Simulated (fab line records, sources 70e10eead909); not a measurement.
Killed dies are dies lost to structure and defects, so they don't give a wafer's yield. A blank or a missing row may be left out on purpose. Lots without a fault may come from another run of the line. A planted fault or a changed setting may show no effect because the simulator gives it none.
Chamber matching | flow nand_harc | NHARC_A_CONTACT_DESCUM_13 on rie_diel-06: 4 sister chambers
The step chemistry O2, time 3 s. 22 wafers are shown with their chamber, then 11 later ones without.

WAFERS WITH THEIR CHAMBER
wafer  | chamber | drypump_motor_current_A (A) | showerhead_plenum_p_Torr (Torr) | oes_product_au (a.u.)
L077.1 | 1       | 5.0                         | 2.04                            | 0.999
L077.4 | 3       | 5.9                         | 2.00                            | 1.001
L077.6 | 3       | 5.9                         | 2.00                            | 0.988
L075.1 | 1       | 5.0                         | 2.04                            | 0.984
L075.2 | 3       | 5.9                         | 2.00                            | 0.988
L075.5 | 0       | 6.7                         | 1.95                            | 0.983
L079.4 | 2       | 5.3                         | 1.80                            | 1.010
L079.5 | 1       | 5.0                         | 2.03                            | 0.998
L079.6 | 2       | 5.3                         | 1.80                            | 0.998
L084.2 | 3       | 5.9                         | 2.00                            | 1.007
L084.4 | 2       | 5.3                         | 1.80                            | 1.016
L084.5 | 1       | 5.0                         | 2.03                            | 0.996
L087.1 | 2       | 5.3                         | 1.79                            | 1.007
L087.2 | 3       | 5.9                         | 1.99                            | 0.993
L087.6 | 3       | 5.9                         | 1.99                            | 1.005
L088.1 | 2       | 5.3                         | 1.79                            | 1.005
L088.2 | 1       | 5.0                         | 2.03                            | 0.993
L088.4 | 0       | 6.7                         | 1.95                            | 0.993
L085.1 | 2       | 5.3                         | 1.79                            | 1.005
L085.2 | 1       | 5.0                         | 2.03                            | 0.987
L085.6 | 3       | 5.8                         | 1.99                            | 0.982
L091.4 | 2       | 5.3                         | 1.79                            | 0.998

SIGNATURES (means of the wafers above)
reading                  | chamber 0 | chamber 1 | chamber 2 | chamber 3 | scatter within a chamber
drypump_motor_current_A  | 6.700     | 5.000     | 5.300     | 5.886     | 0.0218
showerhead_plenum_p_Torr | 1.9500    | 2.0333    | 1.7943    | 1.9957    | 0.00514
oes_product_au           | 0.98800   | 0.99283   | 1.00557   | 0.99486   | 0.00758
Rule: a wafer's distance from a chamber is the root of the sum, over the readings, of the square of ((its reading less the chamber's mean) divided by the reading's scatter). The wafer belongs to the nearest chamber; if the next one is less than 2 further off, it can't be placed. The scatter: the root of (the sum of the squares of (reading less its chamber's mean) over the shown wafers, divided by (wafers less chambers)).

WAFERS WITHOUT THEIR CHAMBER
wafer  | drypump_motor_current_A (A) | showerhead_plenum_p_Torr (Torr) | oes_product_au (a.u.)
L091.5 | 6.7                         | 1.94                            | 0.998
L091.6 | 5.0                         | 2.03                            | 0.986
L094.1 | 5.9                         | 1.99                            | 0.996
L094.3 | 6.7                         | 1.94                            | 0.996
L094.6 | 5.8                         | 1.99                            | 0.992
L086.1 | 5.3                         | 1.79                            | 1.004
L086.3 | 6.7                         | 1.94                            | 1.000
L086.5 | 6.7                         | 1.94                            | 1.005
L097.1 | 5.9                         | 1.99                            | 0.990
L097.2 | 5.3                         | 1.79                            | 0.993
L097.6 | 6.8                         | 1.94                            | 0.986

WHICH CHAMBER EACH WENT THROUGH
wafer  | from the rows above | in truth
L091.5 | 0                   | 0
L091.6 | 1                   | 1
L094.1 | 3                   | 3
L094.3 | 0                   | 0
L094.6 | 3                   | 3
L086.1 | 2                   | 2
L086.3 | 0                   | 0
L086.5 | 0                   | 0
L097.1 | 3                   | 3
L097.2 | 2                   | 2
L097.6 | 0                   | 0
Placed correctly: 11 of 11. Can't be placed from these rows: 0. Placed wrongly: 0.
